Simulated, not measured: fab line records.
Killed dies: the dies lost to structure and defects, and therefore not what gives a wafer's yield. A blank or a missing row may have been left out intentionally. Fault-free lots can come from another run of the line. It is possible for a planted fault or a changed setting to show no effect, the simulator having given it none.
Problem report in the 8D (eight disciplines) form, filled by code | flow nandHarc | the parts of the form that need people (team, actions taken, sign-off) are left out

## 1. PROBLEM STATEMENT
thkNm at NHARC_A_ONON_D2_THK_MEAS_08 reads a mean of 572 nm on 6 wafers of 2 lots; wafers without a fault read 997 nm with a standard deviation of 11. That is -39 standard deviations from the usual mean.
The step: measures by ellipsometry.
First observed at day 19 23:31: wafer L212.1, on filmMetro-01. Wafers with a number at this step in the record: 39, from 13 lots. The rule behind "out" and "out of limits": a value lying over 4 standard deviations away from the usual mean. The other wafers with a number count as sound.

## 2. WHAT IT IS, WHAT IT ISN'T
question                    | is                     | is not
which readings at this step | thkNm                  | -
which lots                  | L212, L213             | L195, L196, L197, L198, L199, L203, L204, L205, L206, L210, L211
which wafers of those lots  | all that have a number | -
read on which gauges        | filmMetro-01           | filmMetro-02
when                        | from day 19 23:31      | up to then (33 sound wafers)

## 3. WHAT RULES OUT EACH SUSPECT
Counting: a tool stays on the suspect list if, at a process step up to the reading, it processed all lots that are out and no sound lot following the first of them.
- the gauge at NHARC_A_ONON_D2_THK_MEAS_08 is ruled out. All the wafers that are out were read on filmMetro-01, but those of them that NHARC_END_SORT_01 has rows for are out there too, on other tools.
- rieSi-03 at NHARC_A_CHANNEL_FILL_D1_ETCHBACK_19 (etches the open film in HBr/Cl2, target depth 5 nm, time 1.7 s): kept. It ran every lot that is out, first L212 (day 17 10:34), and no sound lot after that; its last sound lot up to then is L210 (day 17 04:03).
- pecvdOnon-03 at NHARC_A_ONON_D2_DEP_06 (target thk 1000 nm): kept. It ran every lot that is out, first L212 (day 19 23:01), and no sound lot after that; its last sound lot up to then is L206 (day 17 19:18).
Remaining after the count are rieSi-03 at NHARC_A_CHANNEL_FILL_D1_ETCHBACK_19 and pecvdOnon-03 at NHARC_A_ONON_D2_DEP_06.

## 4. THE CAUSE (what the simulator had put in)
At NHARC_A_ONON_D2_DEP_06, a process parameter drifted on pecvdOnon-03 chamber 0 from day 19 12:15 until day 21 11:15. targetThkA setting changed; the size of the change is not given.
Counting left 2 suspects, and this tool is among them.

## 5. SEQUENCE OF EFFECTS, ordered by route
One row per reading whose mean, taken over the struck wafers that have a number, lies over 3 standard deviations from the usual. Only readings for which the record gives a usual standard deviation are gone through. hours: the time from each lot's start at the first step in this table that gives one to its start at this step, as a median over the lots. sigmas: the change in usual standard deviations.
hours | step                        | reading       | usual  | on struck wafers | change | sigmas
0     | NHARC_A_ONON_D2_THK_MEAS_08 | thkNm         | 997 nm | 572              | -426   | -39
299   | NHARC_END_SORT_01           | killedAtArray | 59     | 673              | +614   | +29
299   | NHARC_END_SORT_01           | killedDies    | 64     | 677              | +613   | +29

## 6. HOW IT WOULD HAVE BEEN CAUGHT EARLIER
Counted from the fault's start at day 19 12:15, it took 11 hours until the first out-of-limits reading at a measuring or inspecting step in this record, taken at day 19 23:31.
Among the 2 lots that are out, L213 began NHARC_A_ONON_D2_DEP_06 on pecvdOnon-03 after day 19 23:31. It would have been spared by a hold on the tool at that moment.
